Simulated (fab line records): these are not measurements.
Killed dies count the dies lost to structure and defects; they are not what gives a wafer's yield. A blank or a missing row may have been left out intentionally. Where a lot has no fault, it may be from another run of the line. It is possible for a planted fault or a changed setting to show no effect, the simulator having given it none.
A struck lot beside a sound one || flow nandHarc || 42 out of 1159 route steps
Sound: these wafers, L300.3, L300.4, L300.5. Struck: wafer L313.1 (left out: L313.3, L313.4 of the same lot, which were not struck); the cause appears at the end.
For every step that has rows: the tool of each side, followed by ch and its chambers, followed by its first start. Under that, the readings that differ: sound wafers || struck wafers || difference of the means || sigmas: that difference in standard deviations of wafers without a fault.
alike: readings with means less than 2 such deviations apart, plus words and numbers identical on both sides. not compared: withheld readings, readings lacking a value on some wafer, bounds such as >300 that could conceal the same value, and numbers that have no deviation in the record and whose values overlap.
Wherever a step has rows on one side only, a row that says differs or no value, or a row with sigmas, the two part there. Numbers that have no deviation but don't overlap get no sigmas and don't part them. A reading missing from all wafers of one side parts the sides only when that side holds two or more wafers.

first, 4 steps without rows for these wafers: NHARC_A_SGD_CUT_SRD_19; NHARC_A_SGD_CUT_DEP_20 (deposits SiO2, target thk 150 nm); NHARC_A_SGD_CUT_ANNEAL_27 (time 1800 s); NHARC_A_SGD_CUT_CMP_21 (polishes, target thk 148.19 nm).
NHARC_A_SGD_CUT_THK_MEAS_22: measures by ellipsometry.
  sound on filmMetro-01, day 14 17:37; struck on filmMetro-01, day 19 04:43
  alike: thkNm
then, 4 steps without rows for these wafers: NHARC_A_SGD_CUT_SRD_23; NHARC_A_SGD_CUT_ETCH_26 (etches SiO2 in dHF, target depth 45.8 nm); NHARC_A_SGD_CUT_ETCHBACK_24 (etches the open film in CH3F/O2, target depth 50 nm, time 92.857 s); NHARC_A_SGD_CUT_STRIP_28 (strips in O2, time 20 s).
NHARC_A_SGD_CUT_INSPECT_25:
  sound on defectInspect-02, day 14 18:05; struck on defectInspect-01, day 19 05:11
  alike: rawDefectCount
NHARC_A_SLIT_DEP_25: deposits SiO2, target thk 200 nm.
  sound on pecvd-04 ch 0,1, day 14 18:08; struck on pecvd-02 ch 1, day 19 05:16
  alike: chamberPressureTorr, flowSccm, heaterPowerW, throttleValvePct
  not compared: sinceWetCleanH
NHARC_A_SLIT_DEP_00: deposits aC, target thk 3200 nm.
  sound on aclDep-02 ch 0, day 14 20:49; struck on aclDep-03 ch 0, day 19 05:36
  alike: throttleValvePct
NHARC_A_SLIT_DEP_23: deposits SiON, target thk 100 nm.
  sound on pecvd-02 ch 1,2, day 14 22:13; struck on pecvd-02 ch 2, day 19 07:43
{"reading": "sinceWetCleanH (h)", "sound": "- - -", "struck": 92, "difference": "no value on the sound wafers", "sigmas": ""}
  alike: chamberPressureTorr, heaterPowerW
then, 8 steps without rows for these wafers: NHARC_A_SLIT_DEHYDRATE_01 (time 120 s); NHARC_A_SLIT_HMDS_02 (time 30 s); NHARC_A_SLIT_COAT_03 (resist thk 90 nm); NHARC_A_SLIT_SOFTBAKE_04 (time 55 s); NHARC_A_SLIT_EBR_05; NHARC_A_SLIT_EXPOSE_06 (exposes mask SLIT); NHARC_A_SLIT_PEB_07 (peb time 65 s); NHARC_A_SLIT_DEVELOP_08 (develop time 35 s).
NHARC_A_SLIT_CD_MEAS_09: the cd target is 300 nm.
  sound on cdSem-01 ch 0, day 14 22:55; struck on cdSem-01 ch 0, day 19 08:23
  alike: cdNm
NHARC_A_SLIT_OVL_MEAS_10:
  sound on overlay-01, day 14 22:59; struck on overlay-02, day 19 08:29
  alike: overlayXNm, overlayYNm
NHARC_A_SLIT_INSPECT_11:
  sound on defectInspect-02, day 14 23:02; struck on defectInspect-02, day 19 08:31
  alike: rawDefectCount
NHARC_A_SLIT_DESCUM_14: chemistry O2, time 3 s.
  sound on rieDiel-01 ch 0,1,2, day 14 23:06; struck on rieDiel-07 ch 1, day 19 08:35
{"reading": "mfcArSccm (sccm)", "sound": "0 0.030 0.000", "struck": 0.044, "difference": "+0.034", "sigmas": "+3"}
  alike: drypumpMotorCurrentA, o2FlowSccm, oesProductAu, rfVppV, showerheadPlenumPTorr, throttleValvePct
  not compared: rfHoursCounterH
then, 1 step without rows for these wafers: NHARC_A_SLIT_ETCH_24 (etches the open film in CF4/CHF3, target depth 121 nm, time 60.5 s).
NHARC_A_SLIT_ETCH_15: etches the open film in O2/COS, target depth 3200 nm, time 832 s.
  sound on rieDiel-09 ch 0,1,3, day 14 23:26; struck on rieDiel-07 ch 0
  alike: drypumpMotorCurrentA, mfcArSccm, o2FlowSccm, oesProductAu, rfVppV, showerheadPlenumPTorr, throttleValvePct
  not compared: rfHoursCounterH
then, 7 steps without rows for these wafers: NHARC_A_SLIT_ETCH_17 (etches the open film in C4F8/O2/Ar, time 1687.5 s, target depth 10100 nm); NHARC_A_SLIT_ETCH_26 (etches the open film in C4F8/O2/Ar, time 90 s, target depth 400 nm); NHARC_A_SLIT_STRIP_28 (strips in O2/COS); NHARC_A_SLIT_ETCH_29 (etches the open film in CF4/O2, target depth 100 nm, overetch 10 nm, time 55 s); NHARC_A_SLIT_STRIP_18 (strips in O2); NHARC_A_SLIT_PRECLEAN_19 (cleans in SC1); NHARC_A_SLIT_SRD_20.
NHARC_A_SLIT_CD_MEAS_21:
  sound on cdSem-01, day 15 02:38; struck on cdSem-02, day 19 17:41
  alike: cdNm
then, 3 steps without rows for these wafers: NHARC_A_SIN_REMOVE_WET_00 (chemistry H3PO4, time 15300 s); NHARC_A_SIN_REMOVE_PRECLEAN_01 (cleans in SC1); NHARC_A_SIN_REMOVE_SRD_02.
NHARC_A_SIN_REMOVE_INSPECT_04:
  sound on defectInspect-01, day 15 10:25; struck on defectInspect-01, day 20 01:18
  alike: rawDefectCount
NHARC_A_WL_FILL_ALD_00: deposits Al2O3, target thk 3 nm, pulse time 3 s, ald cycles 30.
  sound on aldHk-03 ch 1,3, day 15 11:12; struck on aldHk-03 ch 0, day 20 01:22
  alike: heaterPowerW, precursorPulseHeightRel
  not compared: sinceWetCleanH
then, 1 step without rows for these wafers: NHARC_A_WL_FILL_RTA_01 (time 5 s).
-- jump in the record: it breaks off in module A_WL_FILL and resumes in module END (first step shown: number 1159 of the route), and 5 days separate the struck wafers' starts before and after --
NHARC_END_SORT_01:
  sound on prober-02 ch 0, day 19 17:34; struck on prober-02 ch 0, day 24 15:15
{"reading": "killedAtArray", "sound": "12 11 14", "struck": 88, "difference": "+76", "sigmas": "+8"}
{"reading": "killedDies", "sound": "14 13 17", "struck": 93, "difference": "+78", "sigmas": "+8"}
  alike: killedAtOther, killedAtPeriphery, killedOpen, killedShort

WHERE THEY PART
Last at NHARC_END_SORT_01 as far as this record goes, first at NHARC_A_SLIT_DEP_23.

WHY: the cause the simulator had injected
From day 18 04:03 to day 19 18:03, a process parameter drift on pecvd-02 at NHARC_A_SLIT_DEP_23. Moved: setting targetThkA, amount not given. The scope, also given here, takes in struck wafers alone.
